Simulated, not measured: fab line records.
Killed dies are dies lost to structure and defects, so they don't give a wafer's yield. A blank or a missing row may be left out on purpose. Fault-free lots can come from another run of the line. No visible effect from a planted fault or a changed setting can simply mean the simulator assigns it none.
fab line records + flow n5Finfet
record
- lots=3
- wafers=9
- lastDay=20
route steps=1938 shown BEOL_M0_SAQP@647 BEOL_M0_CUTY@710 BEOL_M4@1111 PASSIVATION@1936
lots with no fault: from the same line, run without faults
startH: hours from the record's first day to the start of the lot's first wafer shown + waitH: time in hours since the lot's previous step + " identical to the entry in the row above + L1.1+2: several wafers, shown together as one row + - no value, or no start given + * or withheld: withheld + < > ~ a bound
route shown NAME@n: a module of which the file shows steps, and the number in the route of the first + usual: mean/standard deviation taken from wafers without a fault + same: alike in all rows + chamber/n: place in a boat + sites: the reading at each site + _std_site: how widely they spread, as a standard deviation + _edge_site: the outer-site mean with the inner-site mean subtracted + radiusMm: how far each site lies from the wafer's centre + mask NAME#n: copy n + behind: the most recent tool/chamber to have shaped the wafer + hold: why the lot was held/for how many hours/how that ended + device: transistor that didn't switch, given as n, p or np + end of line: at the end of the route, the tests of the same wafers + a step without rows: its recipe alone + killed: at the first sort, the dies lost to defects and structure; wafer yield is something else + map: a wafer's dies, marking killed ones x, the rest . and places with no die _
set.NAME: the setting the step ran with; set.NAME@STEP: the setting that earlier step ran with + model.NAME: the simulator's own value behind a step, which no gauge read
lots at some steps of the route; a table a step, a row a wafer
services: the hour from which a tool's chamber was out of use, counted from the record's first day as startH (under 0 if before that day), plus the number of hours and why
## steps
# step N5_BEOL_M0_SAQP_PEB_12
# recipe
- pebTempC=withheld
- pebTimeS=60
- resist=CAR-ArF
# step N5_BEOL_M0_SAQP_DEVELOP_13
# recipe
- developTimeS=30
- developer=TMAH
- resist=CAR-ArF
- devTempC=23
- rinseLiquid=diw
- dry=airSpin
# step N5_BEOL_M0_SAQP_DESCUM_19
# recipe
- chemistry=O2
- timeS=7.9
- sourcePowerW=50
- biasPowerW=20
- pressureMtorr=20
- rfFrequencyHz=2.712e+07
- tempC=40
- resist=CAR-ArF
- o2FlowSccm=225
# step N5_BEOL_M0_SAQP_ETCH_83
# recipe
- chemistry=CF4
- target=SiARC
- targetDepthA=390
- maskMaterial=CAR-ArF
- timeS=65
- ionEnergyEv=80
- pressureMtorr=40
- sourceW=545
- biasW=36
- Ar_flow_sccm=100
- cf4FlowSccm=100
- ends=cleared
# step N5_BEOL_M0_SAQP_ETCH_84
# recipe
- chemistry=N2/H2
- target=SOC
- targetDepthA=1000
- overetchA=200
- maskMaterial=SiARC
- tempC=40
- timeS=150
- ionEnergyEv=200
- pressureMtorr=30
- sourceW=840
- biasW=150
- n2FlowSccm=200
- h2FlowSccm=200
# step N5_BEOL_M0_SAQP_STRIP_80
# recipe
- chemistry=N2/H2
- tempC=40
- n2FlowSccm=200
- h2FlowSccm=200
- rfFrequencyHz=6e+07
# step N5_BEOL_M0_SAQP_HM_OPEN_112
# recipe
- chemistry=CHF3/O2
- target=SiO2
- stopOn=a-Si
- targetDepthA=120
- overEtchFrac=1.25
- maskMaterial=SOC
- timeS=13.5
- pressureMtorr=30
- sourceW=650
- biasW=170
- Ar_flow_sccm=200
- CHF3_flow_sccm=50
- O2_flow_sccm=5
- ionEnergyEv=200
- ends=endPoint
# step N5_BEOL_M0_SAQP_STRIP_113
# recipe
- chemistry=CHF3/O2
- resist=SiARC
- rfFrequencyHz=6e+07
# step N5_BEOL_M0_SAQP_MANDREL_ETCH_20
# recipe
- targetDepthA=600
- chemistry=HBr/Cl2
- target=a-Si
- stopOn=SiNx
- btTimeS=10
- maskMaterial=SOC
- overEtchFrac=0.5
- timeS=30
- pressureMtorr=10
- icpW=800
- biasW=75
- HBr_flow_sccm=150
- Cl2_flow_sccm=80
- ends=endPoint
# step N5_BEOL_M0_SAQP_STRIP_86
# recipe
- chemistry=N2/H2
- powerW=500
- tempC=40
- pressureMtorr=50
- rfFrequencyHz=6e+07
- overashFraction=0.3
- biasPowerW=28
- h2Frac=0.5
- n2FlowSccm=300
- h2FlowSccm=300
# usual
- drypumpMotorCurrentA=5.4/0.44
- oesProductAu=0.76/0.064
- rfVppV=122.3/1.3
- showerheadPlenumPTorr=3.44/0.1
- throttleValvePct=19.0/0.39
# same
- overashFraction=0.3
| lot.wafer | tool       | chamber | startH | waitH | drypumpMotorCurrentA | oesProductAu | rfHoursCounterH | rfVppV | showerheadPlenumPTorr | throttleValvePct |
|-----------|------------|---------|--------|-------|----------------------|--------------|-----------------|--------|-----------------------|------------------|
| L310.3    | rieDiel-02 | 1       | 132.00 | 0.1   | 5.1                  | 0.76         | 134             | 122.9  | 3.51                  | 18.8             |
| L310.4    | "          | 0       | "      | "     | 5.1                  | 0.70         | 181             | 122.5  | 3.49                  | 18.9             |
| L310.5    | "          | 3       | "      | "     | 5.5                  | 0.82         | -               | 121.3  | 3.55                  | 18.4             |
| L323.1    | rieDiel-04 | 1       | 214.45 | 0.1   | 6.1                  | 0.67         | 243             | 121.5  | 3.18                  | 18.8             |
| L323.3    | "          | 3       | "      | "     | 5.7                  | 0.73         | 151             | 121.9  | 3.35                  | 18.9             |
| L323.5    | "          | 2       | "      | "     | 5.5                  | 0.70         | -               | 120.2  | 3.32                  | 19.0             |
| L328.2    | rieDiel-02 | 0       | 248.20 | 0.1   | 5.1                  | 0.68         | 217             | 120.8  | 3.47                  | 19.0             |
| L328.3    | "          | 2       | "      | "     | 4.8                  | 0.82         | 93              | 123.0  | 3.53                  | 19.8             |
| L328.5    | "          | 1       | "      | "     | 5.0                  | 0.75         | -               | 121.8  | 3.49                  | 18.9             |
# step N5_BEOL_M0_SAQP_STRIP_115
# recipe
- chemistry=postEtchResidueRemover
- timeS=60
- tempC=25
- removerPh=withheld
- removerWaterWtPct=withheld
- removerFluorideWtPct=withheld
# step N5_BEOL_M0_SAQP_SRD_93
# recipe
- dry=ipaMarangoni
- timeS=30
- tempC=23
- rinseLiquid=diw
# step N5_BEOL_M0_SAQP_RECESS_114
# recipe
- chemistry=HF/NH3
- target=SiO2
- targetDepthA=144
- afsCycles=3
- tempC=30
- sublimationTempC=180
- sublimationTimeS=60
# step N5_BEOL_M0_SAQP_SPACER1_ALD_98
# recipe
- material=SiO2
- targetThkA=128
- tempC=300
- aldPrecursorFamily=BDEAS
- aldCoReactant=O2-plasma
- pulseTimeS=1
- purgeTimeS=2
- coReactantPurgeTimeS=2
- aldCycles=138
- pressureTorr=2
# step N5_BEOL_M0_SAQP_SPACER1_ETCHBACK_99
# recipe
- chemistry=CHF3/O2
- mode=anisotropicEtchback
- target=SiO2
- targetDepthA=154
- timeS=7.7
- pressureMtorr=30
- sourceW=650
- biasW=170
- Ar_flow_sccm=200
- CHF3_flow_sccm=50
- O2_flow_sccm=5
- ionEnergyEv=200
# step N5_BEOL_M0_SAQP_MANDREL1_REMOVE_100
# recipe
- chemistry=HBr/Cl2/O2
- btTimeS=10
- target=a-Si
- stopOn=SiNx
- endpoint=OES-SiCl
- overEtchFrac=0.85
- icpW=600
- biasW=30
- HBr_flow_sccm=150
- Cl2_flow_sccm=80
- O2_flow_sccm=5
- pressureMtorr=10
# step N5_BEOL_M0_SAQP_ETCH_101
# recipe
- chemistry=CH3F/O2
- target=SiNx
- maskMaterial=SiO2
- targetDepthA=299
- timeS=42.7
- pressureMtorr=30
- sourceW=395
- biasW=73
- Ar_flow_sccm=150
- CH3F_flow_sccm=30
- O2_flow_sccm=20
- ionEnergyEv=120
# step N5_BEOL_M0_SAQP_ETCH_102
# recipe
- chemistry=CF4
- target=SiO2
- targetDepthA=40
- ionEnergyEv=350
- timeS=4.4
- pressureMtorr=10
- icpW=800
- biasW=400
- cf4FlowSccm=80
# step N5_BEOL_M0_SAQP_MANDREL_ETCH_103
# recipe
- chemistry=HBr/Cl2
- target=a-Si
- targetDepthA=450
- btTimeS=10
- stopOn=SiCN
- maskMaterial=SiO2
- overEtchFrac=0.8
- timeS=27
- pressureMtorr=10
- icpW=800
- biasW=75
- HBr_flow_sccm=150
- Cl2_flow_sccm=80
- ends=endPoint
# step N5_BEOL_M0_SAQP_RECESS_104
# recipe
- chemistry=HF/NH3
- target=SiO2
- targetDepthA=180
- afsCycles=3
- tempC=30
- sublimationTempC=180
- sublimationTimeS=60
# step N5_BEOL_M0_SAQP_COAT_105
# recipe
- resist=SOC
- tempC=250
- timeS=60
- spinRpm=1500
- resistThkNm=100
# step N5_BEOL_M0_SAQP_ETCH_106
# recipe
- chemistry=N2/H2
- target=SOC
- targetDepthA=1500
- stopOn=SiNx
- ionEnergyEv=100
- biasW=61
- pressureMtorr=30
- sourceW=850
- n2FlowSccm=200
- h2FlowSccm=200
# step N5_BEOL_M0_SAQP_ETCH_107
# recipe
- chemistry=CH3F/O2
- target=SiNx
- targetDepthA=300
- maskMaterial=SOC
- pressureMtorr=30
- sourceW=395
- biasW=73
- Ar_flow_sccm=150
- CH3F_flow_sccm=30
- O2_flow_sccm=20
- ionEnergyEv=120
# step N5_BEOL_M0_SAQP_STRIP_108
# recipe
- chemistry=N2/H2
- powerW=500
- tempC=40
- pressureMtorr=50
- rfFrequencyHz=6e+07
- overashFraction=0.3
- biasPowerW=28
- h2Frac=0.5
- n2FlowSccm=300
- h2FlowSccm=300
# step N5_BEOL_M0_SAQP_RECESS_109
# recipe
- chemistry=HF/NH3
- target=SiO2
- targetDepthA=30
- afsCycles=1
- tempC=30
- sublimationTempC=180
- sublimationTimeS=60
# step N5_BEOL_M0_SAQP_SPACER2_ALD_26
# recipe
- material=SiO2
- targetThkA=150
- tempC=300
- aldPrecursorFamily=BDEAS
- aldCoReactant=O2-plasma
- pulseTimeS=1
- purgeTimeS=2
- coReactantPurgeTimeS=2
- pressureTorr=2
# step N5_BEOL_M0_SAQP_SPACER2_ETCHBACK_27
# recipe
- chemistry=CHF3/O2
- mode=anisotropicEtchback
- target=SiO2
- targetDepthA=225
- timeS=11.25
- pressureMtorr=30
- sourceW=650
- biasW=170
- Ar_flow_sccm=200
- CHF3_flow_sccm=50
- O2_flow_sccm=5
- ionEnergyEv=200
# step N5_BEOL_M0_SAQP_MANDREL2_REMOVE_110
# recipe
- chemistry=HBr/Cl2/O2
- btTimeS=10
- target=a-Si
- stopOn=SiCN
- endpoint=OES-SiCl
- overEtchFrac=1
- icpW=600
- biasW=30
- HBr_flow_sccm=150
- Cl2_flow_sccm=80
- O2_flow_sccm=5
- pressureMtorr=10
# step N5_BEOL_M0_SAQP_COAT_69
# recipe
- resist=SOC
- tempC=250
- timeS=60
- spinRpm=1500
- resistThkNm=90
# step N5_BEOL_M0_SAQP_COAT_72
# recipe
- resist=SiARC
- tempC=220
- timeS=60
- spinRpm=1500
- resistThkNm=15
# step N5_BEOL_M0_SAQP_COAT_87
# recipe
- resist=underlayer
- tempC=205
- timeS=60
- spinRpm=1500
- resistThkNm=5
# step N5_BEOL_M0_SAQP_COAT_34
# recipe
- resist=CAR-EUV
- spinRpm=1500
- resistThkNm=30
# step N5_BEOL_M0_SAQP_EBR_36
# recipe
- solvent=PGMEA
- ebrWidthMm=1.5
# step N5_BEOL_M0_SAQP_SOFTBAKE_35
# recipe
- tempC=110
- timeS=60
- resist=CAR-EUV
# step N5_BEOL_M0_SAQP_EXPOSE_37
# recipe
- maskId=M0_CUT1
- na=0.33
- sourceShape=annular
- sigmaInner=0.35
- sigmaOuter=0.8
- polarization=unpolarized
- targetCdNm=30
- doseMj=44.75
# step N5_BEOL_M0_SAQP_PEB_38
# recipe
- pebTempC=100
- pebTimeS=60
- resist=CAR-EUV
# step N5_BEOL_M0_SAQP_DEVELOP_39
# recipe
- developTimeS=30
- developer=TMAH
- resist=CAR-EUV
- rinseLiquid=surfactantRinse
- dry=airSpin
- devTempC=23
# step N5_BEOL_M0_SAQP_INSPECT_42
# recipe
- mode=adi
- inspectInstrument=brightfield
# usual
- rawDefectCount=254/83
| lot.wafer | tool             | chamber | startH | waitH | rawDefectCount |
|-----------|------------------|---------|--------|-------|----------------|
| L310.3    | defectInspect-02 | -       | 135.95 | 0.0   | 183            |
| L310.4    | "                | -       | "      | "     | 1443           |
| L310.5    | "                | -       | "      | "     | 367            |
| L323.1    | defectInspect-01 | -       | 219.42 | 0.1   | 340            |
| L323.3    | "                | -       | "      | "     | 253            |
| L323.5    | "                | -       | "      | "     | 238            |
| L328.2    | defectInspect-01 | -       | 252.18 | 0.0   | 162            |
| L328.3    | "                | -       | "      | "     | 216            |
| L328.5    | "                | -       | "      | "     | 142            |
# step N5_BEOL_M0_CUTY_INSPECT_59
# recipe
- mode=adi
- inspectInstrument=macro
# usual
- rawDefectCount=2.0/1.4
| lot.wafer | tool             | chamber | startH | waitH | rawDefectCount |
|-----------|------------------|---------|--------|-------|----------------|
| L310.3    | defectInspect-02 | -       | 137.38 | 0.0   | 1              |
| L310.4    | "                | -       | "      | "     | >300           |
| L310.5    | "                | -       | "      | "     | 2              |
| L323.1    | defectInspect-01 | -       | 221.08 | 0.0   | 4              |
| L323.3    | "                | -       | "      | "     | 2              |
| L323.5    | "                | -       | "      | "     | 0              |
| L328.2    | defectInspect-02 | -       | 253.57 | 0.0   | 1              |
| L328.3    | "                | -       | "      | "     | 0              |
| L328.5    | "                | -       | "      | "     | 2              |
# step N5_BEOL_M4_RC_MEAS_101
# usual
- DIBL_N=36.3/1.2
- DIBL_P=36.3/1.4
- IOFF_N=0.160/0.02
- IOFF_P=0.210/0.025
- ION_N=675/9.5
- ION_P=462/7
- SS_N=71.5/0.53
- SS_P=73.4/0.55
- VT_N=249.5/2.6
- VT_P=-250.1/2.9
| lot.wafer | tool      | chamber | startH | waitH | DIBL_N[mV/V] | DIBL_P[mV/V] | IOFF_N[nA/um] | IOFF_P[nA/um] | ION_N[uA/um] | ION_P[uA/um] | SS_N[mV/dec] | SS_P[mV/dec] | VT_N[mV] | VT_P[mV] |
|-----------|-----------|---------|--------|-------|--------------|--------------|---------------|---------------|--------------|--------------|--------------|--------------|----------|----------|
| L310.3    | prober-01 | 0       | 217.18 | 0.3   | 38.7         | 38.6         | 0.172         | 0.204         | 672          | 456          | 71.3         | 74.3         | 247.4    | -251.5   |
| L310.4    | "         | 0       | "      | "     | 36.3         | 35.5         | 0.122         | 0.163         | 655          | 448          | 71.2         | 73.3         | 255.3    | -255.2   |
| L310.5    | "         | 0       | "      | "     | 39.0         | 38.6         | 0.175         | 0.213         | 677          | 453          | 72.3         | 73.9         | 249.6    | -251.1   |
| L323.1    | prober-02 | 0       | 340.93 | 0.0   | 36.8         | 35.9         | 0.166         | 0.219         | 687          | 469          | 70.9         | 73.9         | 250.1    | -247.4   |
| L323.3    | "         | 0       | "      | "     | 36.7         | 34.8         | 0.151         | 0.198         | 675          | 460          | 71.4         | 73.7         | 250.3    | -250.7   |
| L323.5    | "         | 0       | "      | "     | 35.4         | 33.9         | 0.135         | 0.179         | 671          | 462          | 70.9         | 73.3         | 252.3    | -251.9   |
| L328.2    | prober-02 | 0       | 363.44 | 0.2   | 35.5         | 36.3         | 0.164         | 0.216         | 691          | 475          | 71.3         | 73.3         | 245.8    | -247.9   |
| L328.3    | "         | 0       | "      | "     | 35.2         | 35.8         | 0.151         | 0.197         | 676          | 461          | 70.9         | 73.0         | 248.9    | -248.3   |
| L328.5    | "         | 0       | "      | "     | 36.0         | 36.6         | 0.176         | 0.216         | 688          | 468          | 71.5         | 73.1         | 245.0    | -248.6   |
# step N5_PASSIVATION_PROBE_49
# usual
- defectLimitedYield=90.9/1.3
- killed_at_M0_to_M3=36/11
- killed_at_M4_up=13/5.1
- killedAtContacts=14/4.9
- killedAtFrontEnd=41/10
- killedAtOther=3.4/2.6
- killedDies=107/16
- killedOnRim=14/4
- killedOpen=70/11
- killedShort=36/7.8
- sort_bin_5_function=5.4/0.84
- sort_bin_6_memory=3.4/0.67
- sortNPass=1073/16
- sortYieldPct=90.9/1.3
# same
- grossDies=1180
- killedAtBackSide=0
- sort_bin_4_leakage[%]=0
- sort_bin_8_speed[%]=0
| lot.wafer | tool      | chamber | startH | waitH | defectLimitedYield[%] | killed_at_M0_to_M3 | killed_at_M4_up | killedAtContacts | killedAtFrontEnd | killedAtOther | killedDies | killedOnRim | killedOpen | killedShort | sort_bin_5_function[%] | sort_bin_6_memory[%] | sortNPass | sortYieldPct[%] |
|-----------|-----------|---------|--------|-------|-----------------------|--------------------|-----------------|------------------|------------------|---------------|------------|-------------|------------|-------------|------------------------|----------------------|-----------|-----------------|
| L310.4    | prober-01 | -       | 333.18 | 0.2   | 88.7                  | 69                 | 6               | 7                | 47               | 4             | 133        | 27          | 53         | 26          | 6.4                    | 3.0                  | 1047      | 88.7            |
# killed by level:class
L310.4 BEOL_M0_SAQP:unspecified=52 FIN_SAQP:geometricParticle:open=10 STI_FIN_REVEAL:geometricParticle:open=8 BEOL_M1:geometricParticle:open=6 MOL_CONTACT_COAG:geometricParticle:open=5 FIN_SAQP:geometricParticle:short=4 DUMMY_GATE:geometricParticle:short=4 ILD0:geometricParticle:open=4
# map L310.4 (x killed, . not)
_________________............________________
______________..........x......._____________
___________x..........x....x.......__________
__________....x....................._________
________.............................._______
_______......x..x...........x..........______
______x..x............x.........x......._____
_____.............................x...x..____
____.........x.............x..............___
___.......................x.....x..........__
___............x.......x.........x.........__
__................xx................xx......_
__..........x..........x...................._
_.........x.....x............x...........x...
_.................x..........................
_....x....................x.x...x............
_..........x...x...............x...x...x....x
_...........x..............x.................
_..x...............x.x................x......
_...x.........................x..............
_.xx............................x.x.....x....
__.x...x..................................x._
__.............x.x..................x......._
___x..........................x....x.......__
___...............................x.......x__
____.....xx..x....x....x..........xx..x..x___
_____..........................x..xxxxxxx____
______x.........x.............xxxxxxxxxx_____
_______........................xxxxxxxx______
________.............xx......xxxxxxxxx_______
__________.....................xxxxx_________
___________......x.....x....x.xxxxx__________
______________.........x.x..xxxx_____________
_________________............________________
# map L328.5 (x killed, . not)
_________________..x.........________________
______________.....x.x.........._____________
___________...........xx.......xx..__________
__________.x........x.x......x......_________
________..x.x.x................xx...x._______
_______............x..xx....x...x......______
______...................x..x.x...x.x..._____
_____...........x.....x...............x..____
____............x...x...............x....x___
___x....x...x.............x.....x......xx..__
___.......x.........x..x...................__
__........x............x....x..............._
__.....x.x...............x...x...x.........._
_.x.......x...x.........x.....x..x.......xx..
_............x..........x....x.......x.x.....
_......x..........x.x.x............x.........
_..x.x.........x.xx.......x..xx.xx...........
_x...xx.............x.......................x
_....x...xx.....................x............
_xx...x.........x.......x.............x.....x
_....x.xx.x..x..xx.........x.......x.......x.
__x.x..x.x.......x...x.......x..x........x.._
__....x.......x......x.....................x_
___................x.......................__
___.......x...............xx..x.x....x..x.x__
____..........x.....x...x.................___
_____....................................____
______....................x.........x..._____
_______........x......xxx..............______
________...x.xx.........xx.x....x....x_______
__________............x.x....x......_________
___________x.x..........x..x.......__________
______________..x...x..........x_____________
_________________............________________
## services
| tool       | chamber | startH | hours | kind                         |
|------------|---------|--------|-------|------------------------------|
| rieDiel-02 | 2       | 137.47 | 6.3   | repair                       |
| rieDiel-02 | 3       | 164.68 | 12.2  | repair                       |
| rieDiel-04 | 1       | 180.16 | 11.0  | repair                       |
| rieDiel-04 | 0       | 191.20 | -     | clean                        |
| rieDiel-04 | 0       | 191.20 | -     | consumableReplace:focusRing  |
| rieDiel-04 | 0       | 191.20 | 20.1  | scheduledDown                |
| rieDiel-04 | 0       | 191.20 | 20.1  | ventCycle                    |
| rieDiel-02 | -       | 195.75 | 0.3   | repair                       |
| rieDiel-02 | 3       | 210.60 | 4.7   | repair                       |
| rieDiel-04 | 1       | 237.23 | -     | clean                        |
| rieDiel-04 | 1       | 237.23 | -     | consumableReplace:focusRing  |
| rieDiel-04 | 1       | 237.23 | -     | consumableReplace:showerhead |
| rieDiel-04 | 1       | 237.23 | 24.6  | scheduledDown                |
| rieDiel-04 | 1       | 237.23 | 24.6  | ventCycle                    |
## key
firstSign
- step=N5_BEOL_M0_SAQP_INSPECT_42
- reading=rawDefectCount
- direction=up
- sigmas=14
- usual=254
- struck=1443
effect
- step=N5_BEOL_M0_CUTY_INSPECT_59
- reading=rawDefectCount
- direction=up
- sigmas=99+
- usual=2.0
- struck=>300
effect
- step=N5_PASSIVATION_PROBE_49
- reading=killed_at_M0_to_M3
- direction=up
- sigmas=2.9
- usual=36
- struck=69
moreKillsBornAt
- N5_BEOL_M0_SAQP_STRIP_86@rieDiel-02=52
metAt N5_BEOL_M0_SAQP_STRIP_86
struckWafers L310.4
fault
- kind=chamberParticleSource
- tool=rieDiel-02
- chamber=0
- onsetH=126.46
- steps=N5_BEOL_M0_SAQP_STRIP_86
- ratePerVisitCm2=1.9301
- endH=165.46
